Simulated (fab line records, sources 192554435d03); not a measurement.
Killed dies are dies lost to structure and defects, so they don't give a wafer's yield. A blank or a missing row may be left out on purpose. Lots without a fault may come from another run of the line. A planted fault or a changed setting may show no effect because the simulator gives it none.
Which tool did it? | flow n5_finfet | 8 lots, 24 wafers sampled, at 5 steps of a route of 1938

WHAT THE GAUGES READ, wafer by wafer
N5_BEOL_M4_RC_MEAS_101. Usual: DIBL_N 36.0 mV/V, standard deviation 1.7; DIBL_P 35.8 mV/V, standard deviation 2; IOFF_N 0.15 nA/um, standard deviation 0.03; IOFF_P 0.20 nA/um, standard deviation 0.037; ION_N 670 uA/um, standard deviation 12; ION_P 460 uA/um, standard deviation 7.2; SS_N 71.5 mV/dec, standard deviation 0.68; SS_P 73.2 mV/dec, standard deviation 0.65; VT_N 250 mV, standard deviation 3.1; VT_P -251 mV, standard deviation 3.4.
lot  | measured     | on        | DIBL_N (mV/V)  | DIBL_P (mV/V)  | IOFF_N (nA/um) | IOFF_P (nA/um) | ION_N (uA/um) | ION_P (uA/um) | SS_N (mV/dec)  | SS_P (mV/dec)  | VT_N (mV)   | VT_P (mV)      | flag
L966 | day 8 12:48  | prober-01 | 34.3 35.8 36.6 | 33.3 34.4 34.3 | 0.12 0.15 0.15 | 0.16 0.17 0.16 | 668 677 646   | 456 457 440   | 71.9 72.1 72.3 | 72.0 72.7 72.8 | 251 247 252 | -252 -253 -253 |
L968 | day 9 03:26  | prober-01 | 39.0 39.3 34.0 | 38.2 38.9 32.5 | 0.22 0.23 0.12 | 0.31 0.33 0.20 | 669 663 657   | 465 463 464   | 72.4 72.1 70.2 | 75.0 74.9 72.8 | 244 244 250 | -240 -241 -246 |
L972 | day 10 03:45 | prober-01 | 37.8 40.1 37.4 | 37.9 41.5 36.9 | 0.17 0.24 0.17 | 0.24 0.30 0.21 | 666 692 683   | 464 474 464   | 72.3 72.6 72.0 | 73.3 74.2 73.6 | 249 244 252 | -248 -246 -249 |
L974 | day 10 21:30 | prober-01 | 37.7 36.0 34.8 | 38.1 35.1 33.7 | 0.19 0.15 0.13 | 0.27 0.21 0.18 | 687 656 678   | 477 455 462   | 71.5 71.8 71.3 | 73.5 72.4 73.1 | 248 249 251 | -244 -249 -249 |
L980 | day 12 02:13 | prober-01 | 36.6 33.0 34.8 | 35.7 33.1 33.5 | 0.17 0.12 0.13 | 0.19 0.16 0.15 | 682 677 665   | 461 465 450   | 71.5 70.2 71.2 | 73.5 72.4 73.4 | 248 252 254 | -252 -255 -258 |
L981 | day 12 18:06 | prober-02 | 34.5 36.2 36.1 | 33.3 34.7 35.4 | 0.12 0.15 0.15 | 0.18 0.21 0.22 | 671 647 657   | 459 448 455   | 71.4 72.0 71.8 | 72.3 72.7 72.9 | 252 251 251 | -249 -247 -248 |
L983 | day 13 02:10 | prober-01 | 34.8 35.7 36.7 | 35.0 35.7 37.4 | 0.14 0.16 0.17 | 0.20 0.21 0.23 | 677 683 690   | 465 460 469   | 70.9 71.0 71.8 | 73.6 73.2 73.5 | 250 250 250 | -250 -251 -247 |
L987 | day 14 05:07 | prober-02 | 36.1 32.9 36.1 | 37.4 33.9 37.3 | 0.16 0.12 0.16 | 0.21 0.17 0.20 | 685 672 681   | 467 457 460   | 71.8 70.4 71.1 | 73.0 72.3 73.9 | 251 252 249 | -252 -252 -253 |

WHICH TOOL RAN EACH LOT (tool, then ch and the chambers of the sampled wafers, then the start)
lot  | N5_HKMG_FIN_HK_ALD_01           | N5_HKMG_FIN_HK_ANNEAL_02        | N5_HKMG_FIN_ETCH_54               | N5_HKMG_FIN_ETCH_58
L966 | ald_hk-01 ch 0,1,2, day 4 12:28 | rtp_anneal-01 ch 0, day 4 12:52 | rie_diel-04 ch 1,2, day 4 13:50   | rie_diel-04 ch 1,2, day 4 14:06
L968 | ald_hk-03 ch 0,1,2, day 5 01:46 | rtp_anneal-01 ch 0, day 5 01:59 | rie_diel-02 ch 1,3, day 5 02:50   | rie_diel-02 ch 1,3, day 5 03:06
L972 | ald_hk-01 ch 0,1,3, day 6 00:58 | rtp_anneal-01 ch 0, day 6 01:10 | rie_diel-02 ch 0,1,2, day 6 02:11 | rie_diel-02 ch 0,1,2, day 6 02:27
L974 | ald_hk-03 ch 0,2,3, day 6 17:15 | rtp_anneal-01 ch 0, day 6 17:26 | rie_diel-04 ch 0,1,3, day 6 18:29 | rie_diel-04 ch 0,1,3, day 6 18:44
L980 | ald_hk-01 ch 2,3, day 8 04:44   | rtp_anneal-01 ch 0, day 8 05:08 | rie_diel-04 ch 0,1,3, day 8 06:10 | rie_diel-04 ch 0,1,3, day 8 06:26
L981 | ald_hk-02 ch 0,1,2, day 8 05:33 | rtp_anneal-01 ch 0, day 8 05:49 | rie_diel-03 ch 0,3, day 8 07:01   | rie_diel-03 ch 0,3, day 8 07:17
L983 | ald_hk-02 ch 1,2,3, day 8 18:02 | rtp_anneal-01 ch 0, day 8 18:19 | rie_diel-02 ch 0,2,3, day 8 19:28 | rie_diel-02 ch 0,2,3, day 8 19:43
L987 | ald_hk-03 ch 2,3, day 9 17:35   | rtp_anneal-02 ch 0, day 9 17:47 | rie_diel-04 ch 0,2,3, day 9 18:43 | rie_diel-04 ch 0,2,3, day 9 18:59
- N5_HKMG_FIN_HK_ALD_01: deposits HfO2, target thk 1.6 nm, pulse time 3 s, purge time 3 s.
- N5_HKMG_FIN_HK_ANNEAL_02: time 30 s.
- N5_HKMG_FIN_ETCH_54: etches SiARC in CF4, target depth 45.5 nm, time 75.8 s.
- N5_HKMG_FIN_ETCH_58: etches SOC in N2/H2, target depth 215.8 nm, time 741 s.

WHAT THE TOOLS THEMSELVES READ (means of the sampled wafers that have a number; where no wafer has one, the mark that the record gives instead)
N5_HKMG_FIN_HK_ALD_01. Usual: precursor_pulse_height_rel 1.001, standard deviation 0.02.
lot  | tool      | precursor_pulse_height_rel | flag
L966 | ald_hk-01 | 0.999                      |
L968 | ald_hk-03 | 1.008                      |
L972 | ald_hk-01 | 1.012                      |
L974 | ald_hk-03 | 0.998                      |
L980 | ald_hk-01 | 1.008                      |
L981 | ald_hk-02 | 0.979                      |
L983 | ald_hk-02 | 0.993                      |
L987 | ald_hk-03 | 0.989                      |

N5_HKMG_FIN_HK_ANNEAL_02. Usual: lamp_power_pct 8.80 %, standard deviation 0.054; lamp_zone_1_pct 8.797 %, standard deviation 0.011; lamp_zone_2_pct 8.798 %, standard deviation 0.01; lamp_zone_3_pct 8.800 %, standard deviation 0.012; lamp_zone_4_pct 8.795 %, standard deviation 0.012; lamp_zone_5_pct 8.799 %, standard deviation 0.01; lamp_zone_6_pct 8.726 %, standard deviation 0.011; lamp_zone_7_pct 9.193 %, standard deviation 0.012; wafer_temp_C_max 702.8, standard deviation 0.67.
lot  | tool          | lamp_power_pct (%) | lamp_zone_1_pct (%) | lamp_zone_2_pct (%) | lamp_zone_3_pct (%) | lamp_zone_4_pct (%) | lamp_zone_5_pct (%) | lamp_zone_6_pct (%) | lamp_zone_7_pct (%) | wafer_temp_C_max | flag
L966 | rtp_anneal-01 | 8.82               | 8.785               | 8.799               | 8.806               | 8.791               | 8.796               | 8.744               | 9.209               | 702.7            |
L968 | rtp_anneal-01 | 8.81               | 8.794               | 8.792               | 8.801               | 8.792               | 8.805               | 8.726               | 9.191               | 703.3            |
L972 | rtp_anneal-01 | 8.75               | 8.791               | 8.803               | 8.806               | 8.795               | 8.792               | 8.712               | 9.199               | 702.3            |
L974 | rtp_anneal-01 | 8.79               | 8.807               | 8.804               | 8.791               | 8.810               | 8.799               | 8.733               | 9.200               | 702.6            |
L980 | rtp_anneal-01 | 8.19               | 8.154               | 8.157               | 8.145               | 8.153               | 8.145               | 8.081               | 8.513               | 702.9            | OFF
L981 | rtp_anneal-01 | 8.16               | 8.143               | 8.149               | 8.146               | 8.159               | 8.144               | 8.073               | 8.510               | 702.6            | OFF
L983 | rtp_anneal-01 | 8.16               | 8.145               | 8.153               | 8.156               | 8.139               | 8.154               | 8.089               | 8.511               | 702.5            | OFF
L987 | rtp_anneal-02 | 8.84               | 8.800               | 8.799               | 8.799               | 8.805               | 8.788               | 8.724               | 9.181               | 702.7            |

N5_HKMG_FIN_ETCH_54. Usual: drypump_motor_current_A 5.8 A, standard deviation 0.35; etch_rf_on_time_s 75.5 s, standard deviation 1.5; oes_product_au 0.67 a.u., standard deviation 0.073; rf_vpp_V 184.1 V, standard deviation 1.2; showerhead_plenum_p_Torr 2.14 Torr, standard deviation 0.076; throttle_valve_pct 15.55 %, standard deviation 0.18.
lot  | tool        | drypump_motor_current_A (A) | etch_rf_on_time_s (s) | oes_product_au (a.u.) | rf_vpp_V (V) | showerhead_plenum_p_Torr (Torr) | throttle_valve_pct (%) | flag
L966 | rie_diel-04 | 6.1                         | 76.1                  | 0.63                  | 185.2        | 2.16                            | 15.67                  |
L968 | rie_diel-02 | 6.1                         | 76.4                  | 0.61                  | 184.4        | 2.15                            | 15.47                  |
L972 | rie_diel-02 | 5.8                         | 73.4                  | 0.69                  | 183.9        | 2.09                            | 15.54                  |
L974 | rie_diel-04 | 5.6                         | 76.1                  | 0.73                  | 184.4        | 2.20                            | 15.38                  |
L980 | rie_diel-04 | 5.6                         | 75.6                  | 0.71                  | 184.7        | 2.20                            | 15.41                  |
L981 | rie_diel-03 | 6.0                         | 76.1                  | 0.75                  | 183.4        | 2.15                            | 15.48                  |
L983 | rie_diel-02 | 6.0                         | 76.3                  | 0.66                  | 184.6        | 2.14                            | 15.49                  |
L987 | rie_diel-04 | 5.8                         | 74.8                  | 0.69                  | 184.5        | 2.16                            | 15.52                  |

N5_HKMG_FIN_ETCH_58. Usual: drypump_motor_current_A 5.8 A, standard deviation 0.35; n2_flow_sccm 200.0 sccm, standard deviation 0.58; oes_product_au 0.78 a.u., standard deviation 0.087; rf_vpp_V 99.1 V, standard deviation 0.91; showerhead_plenum_p_Torr 2.54 Torr, standard deviation 0.088; throttle_valve_pct 17.74 %, standard deviation 0.2.
lot  | tool        | drypump_motor_current_A (A) | n2_flow_sccm (sccm) | oes_product_au (a.u.) | rf_vpp_V (V) | showerhead_plenum_p_Torr (Torr) | throttle_valve_pct (%) | flag
L966 | rie_diel-04 | 6.1                         | 199.9               | 0.74                  | 98.4         | 2.56                            | 17.85                  |
L968 | rie_diel-02 | 6.0                         | 199.9               | 0.72                  | 98.7         | 2.57                            | 17.62                  |
L972 | rie_diel-02 | 5.8                         | 200.4               | 0.81                  | 99.2         | 2.48                            | 17.75                  |
L974 | rie_diel-04 | 5.6                         | 200.1               | 0.86                  | 99.9         | 2.61                            | 17.55                  |
L980 | rie_diel-04 | 5.6                         | 200.5               | 0.83                  | 99.5         | 2.60                            | 17.57                  |
L981 | rie_diel-03 | 6.0                         | 199.5               | 0.89                  | 99.3         | 2.55                            | 17.69                  |
L983 | rie_diel-02 | 6.0                         | 200.0               | 0.78                  | 98.9         | 2.55                            | 17.74                  |
L987 | rie_diel-04 | 5.8                         | 200.0               | 0.80                  | 99.7         | 2.55                            | 17.65                  |

THE ANSWER, worked out from the rows above alone
Rule: a lot is off if the mean of its wafers that have a number lies more than 3 standard deviations from the usual mean. A lot without any number at a reading at which 4 lots or more have one is off too. The other lots that the step has rows for count as sound. The gauges are gone through in route order, then the tools' own readings, and for those a lot's mean is taken as printed above. The first step at which some lot is off is used, and at that step the reading that is off furthest; a lot without a number counts as furthest.
Off: L980, L981, L983, at N5_HKMG_FIN_HK_ANNEAL_02 (lamp_zone_5_pct).
A tool fits if, at that step or a process step before it, it ran every lot that is off, and no sound lot after the first of them. One fits: rtp_anneal-01 at N5_HKMG_FIN_HK_ANNEAL_02. Its last sound lot is L974 (day 6 17:26), its first lot that is off L980 (day 8 05:08): a fault that began between those two fits.
The tool's own readings at N5_HKMG_FIN_HK_ANNEAL_02 bear it out: on the lots that are off they differ by more than 5 times the standard deviation of the sound lots' means. lamp_power_pct reads 8.17 % there against 8.80 % on the sound lots; lamp_zone_1_pct reads 8.147 % there against 8.795 % on the sound lots; lamp_zone_2_pct reads 8.153 % there against 8.799 % on the sound lots; lamp_zone_3_pct reads 8.149 % there against 8.801 % on the sound lots; lamp_zone_4_pct reads 8.150 % there against 8.799 % on the sound lots; lamp_zone_5_pct reads 8.148 % there against 8.796 % on the sound lots; lamp_zone_6_pct reads 8.081 % there against 8.728 % on the sound lots; lamp_zone_7_pct reads 8.511 % there against 9.196 % on the sound lots.

WHAT THE SIMULATOR HAD PUT IN
Process parameter drift: rtp_anneal-01, from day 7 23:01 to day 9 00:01, at N5_HKMG_FIN_HK_ANNEAL_02. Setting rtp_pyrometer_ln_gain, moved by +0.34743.
Lots struck among those shown: L980, L981, L983. The rule above found the same.
